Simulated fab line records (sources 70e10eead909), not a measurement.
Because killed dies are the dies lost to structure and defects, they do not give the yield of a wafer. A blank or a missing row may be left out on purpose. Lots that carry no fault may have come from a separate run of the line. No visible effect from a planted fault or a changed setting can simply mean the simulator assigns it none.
Comparing a struck lot with a sound one + flow nand-harc + 37 steps out of a route of 1302
Sound: the wafers L983.1, L983.2, L983.3. Struck: wafers L990.1, L990.2, L990.5. At the end, the cause is stated.
For every step that has rows: the tool of each side, followed by ch and its chambers, followed by its first start. Under that, the readings that differ: sound wafers + struck wafers + difference of the means + sigmas: that difference in standard deviations of wafers without a fault.
alike: readings with means less than 2 such deviations apart, plus words and numbers identical on both sides. not compared: withheld readings, readings lacking a value on some wafer, bounds such as >300 that could conceal the same value, and numbers that have no deviation in the record and whose values overlap.
The two part at a step that has a row with sigmas, a row that says differs or no value, or rows on one side only. Non-overlapping numbers with no deviation appear without sigmas and do not part them. A reading missing from all wafers of one side parts the sides only when that side holds two or more wafers.

first, 7 steps without rows for these wafers: NHARC_A_CHANNEL_HOLE_D2_COAT_37 (time 65 s); NHARC_A_CHANNEL_HOLE_D2_COAT_04 (resist thk 90 nm); NHARC_A_CHANNEL_HOLE_D2_SOFTBAKE_05 (time 55 s); NHARC_A_CHANNEL_HOLE_D2_EBR_06; NHARC_A_CHANNEL_HOLE_D2_EXPOSE_07 (exposes mask HOLE D2, target cd 100 nm); NHARC_A_CHANNEL_HOLE_D2_PEB_08 (peb time 65 s); NHARC_A_CHANNEL_HOLE_D2_DEVELOP_09 (develop time 35 s).
NHARC_A_CHANNEL_HOLE_D2_CD_MEAS_10: the cd target is 100 nm.
  sound on cd-sem-02 ch 0, day 13 22:46; struck on cd-sem-01 ch 0, day 17 09:34
| reading    | sound           | struck            | difference | sigmas |
|------------|-----------------|-------------------|------------|--------|
| cd-nm (nm) | 99.1 100.0 99.9 | 100.9 101.0 100.4 | +1.1       | +3     |
NHARC_A_CHANNEL_HOLE_D2_OVL_MEAS_11:
  sound on overlay-02, day 13 22:50; struck on overlay-01, day 17 09:40
  alike: overlay-x-nm, overlay-y-nm
NHARC_A_CHANNEL_HOLE_D2_INSPECT_12:
  sound on defect-inspect-01, day 13 22:53; struck on defect-inspect-01, day 17 09:42
| reading          | sound | struck   | difference | sigmas |
|------------------|-------|----------|------------|--------|
| raw-defect-count | 2 2 2 | 53 55 50 | +51        | +2     |
then, 2 steps without rows for these wafers: NHARC_A_CHANNEL_HOLE_D2_DESCUM_15 (chemistry O2, time 3 s); NHARC_A_CHANNEL_HOLE_D2_ETCH_38 (etches the open film in CF4, target depth 39 nm, time 65 s).
NHARC_A_CHANNEL_HOLE_D2_ETCH_39: etches the open film in N2/H2, target depth 260 nm, time 325 s.
  sound on rie-diel-01 ch 0,1,3, day 13 23:07; struck on rie-diel-13 ch 0,3, day 17 09:56
  alike: drypump-motor-current-A, oes-product-au, rf-vpp-V, showerhead-plenum-p-Torr, throttle-valve-pct
  not compared: rf-hours-counter-h
NHARC_A_CHANNEL_HOLE_D2_ETCH_34: etches the open film in CF4/CHF3, target depth 154 nm, time 77 s.
  sound on rie-diel-01 ch 1,2,3; struck on rie-diel-13 ch 0,3
| reading               | sound             | struck            | difference | sigmas |
|-----------------------|-------------------|-------------------|------------|--------|
| oes-product-au (a.u.) | 0.927 0.926 0.911 | 0.988 0.975 0.983 | +0.061     | +3     |
  alike: cf4-flow-sccm, drypump-motor-current-A, rf-vpp-V, showerhead-plenum-p-Torr, throttle-valve-pct
  not compared: rf-hours-counter-h
then, 1 step without rows for these wafers: NHARC_A_CHANNEL_HOLE_D2_ETCH_16 (etches the open film in O2/COS, target depth 3100 nm, time 806 s).
NHARC_A_CHANNEL_HOLE_D2_CD_MEAS_18:
  sound on cd-sem-02, day 14 00:03; struck on cd-sem-02, day 17 10:52
  alike: cd-nm
then, 1 step without rows for these wafers: NHARC_A_CHANNEL_HOLE_D2_ETCH_19 (etches the open film in C4F8/O2/Ar, time 34.5 s).
NHARC_A_CHANNEL_HOLE_D2_ETCH_20: etches the open film in C4F8/O2/Ar, time 361.9 s, target depth 1600 nm.
  sound on har-etch-01 ch 0,1, day 14 02:23; struck on har-etch-01 ch 0,1, day 17 14:40
| reading    | sound                | struck               | difference | sigmas |
|------------|----------------------|----------------------|------------|--------|
| temp-c (C) | -19.96 -19.84 -19.81 | -20.21 -20.01 -19.96 | -0.19      | -2     |
  alike: drypump-motor-current-A, showerhead-plenum-p-Torr, throttle-valve-pct
  not compared: rf-hours-counter-h
then, 2 steps without rows for these wafers: NHARC_A_CHANNEL_HOLE_D2_ETCH_21 (etches the open film in C4F8/O2/Ar, time 514.3 s, target depth 1600 nm); NHARC_A_CHANNEL_HOLE_D2_ETCH_22 (etches the open film in C4F8/O2/Ar, time 666.7 s, target depth 1600 nm).
NHARC_A_CHANNEL_HOLE_D2_ETCH_23: etches the open film in C4F8/O2/Ar, time 819 s, target depth 1600 nm.
  sound on har-etch-01 ch 0,1, day 14 03:43; struck on har-etch-01 ch 0,1, day 17 16:00
  alike: drypump-motor-current-A, showerhead-plenum-p-Torr, temp-c, throttle-valve-pct
  not compared: rf-hours-counter-h
then, 2 steps without rows for these wafers: NHARC_A_CHANNEL_HOLE_D2_ETCH_24 (etches the open film in C4F8/O2/Ar, time 906.2 s, target depth 1500 nm); NHARC_A_CHANNEL_HOLE_D2_ETCH_25 (etches the open film in C4F8/O2/Ar, time 1040.2 s, target depth 1500 nm).
NHARC_A_CHANNEL_HOLE_D2_ETCH_26: etches the open film in C4F8/O2/Ar, time 224.1 s, target depth 300 nm.
  sound on har-etch-01 ch 0,1, day 14 06:04; struck on har-etch-01 ch 0,1, day 17 18:20
  alike: drypump-motor-current-A, showerhead-plenum-p-Torr, temp-c, throttle-valve-pct
  not compared: rf-hours-counter-h
then, 8 steps without rows for these wafers: NHARC_A_CHANNEL_HOLE_D2_ETCH_27 (etches the open film in C4F8/O2/Ar, time 90 s, target depth 400 nm); NHARC_A_CHANNEL_HOLE_D2_STRIP_41 (strips in N2/H2); NHARC_A_CHANNEL_HOLE_D2_STRIP_42 (strips in CF4/CHF3); NHARC_A_CHANNEL_HOLE_D2_STRIP_43 (strips in O2/COS); NHARC_A_CHANNEL_HOLE_D2_ETCH_44 (etches the open film in CF4/O2, target depth 140 nm, overetch 14 nm, time 77 s); NHARC_A_CHANNEL_HOLE_D2_STRIP_28 (strips in O2); NHARC_A_CHANNEL_HOLE_D2_PRECLEAN_29 (cleans in SC1); NHARC_A_CHANNEL_HOLE_D2_SRD_30.
NHARC_A_CHANNEL_HOLE_D2_CD_MEAS_31:
  sound on cd-sem-02, day 14 07:48; struck on cd-sem-02, day 17 20:04
  alike: cd-nm
NHARC_A_CHANNEL_HOLE_D2_XSEM_32:
  sound on xsem-01 ch 0, day 14 07:53; struck on xsem-01 ch 0, day 17 20:10
| reading            | sound          | struck         | difference | sigmas |
|--------------------|----------------|----------------|------------|--------|
| tilt-deg (degrees) | 0.05 0.05 0.05 | 0.14 0.14 0.14 | +0.09      | +3     |
  alike: bot-cd-nm, bow-nm
NHARC_A_CHANNEL_HOLE_D2_INSPECT_40:
  sound on defect-inspect-02, day 14 07:59; struck on defect-inspect-02, day 17 20:15
| reading          | sound       | struck        | difference | sigmas |
|------------------|-------------|---------------|------------|--------|
| raw-defect-count | 252 220 274 | 1107 1025 954 | +780       | +10    |
then, 1 step without rows for these wafers: NHARC_A_CHANNEL_FILL_D2_PRECLEAN_00 (cleans in SC1).
-- the record jumps here: 11 days lie between the struck wafers' starts before and after (it left off in module A_CHANNEL_FILL_D2 and takes up again in module END, whose first step shown is number 1302 of the route) --
NHARC_END_SORT_01:
  the record has rows for the struck wafers here (prober-01 ch 0, day 29 00:11) and none for the sound ones

WHERE THEY PART
Last at NHARC_END_SORT_01 as far as this record goes, first at NHARC_A_CHANNEL_HOLE_D2_CD_MEAS_10.

WHY: what had been put in by the simulator
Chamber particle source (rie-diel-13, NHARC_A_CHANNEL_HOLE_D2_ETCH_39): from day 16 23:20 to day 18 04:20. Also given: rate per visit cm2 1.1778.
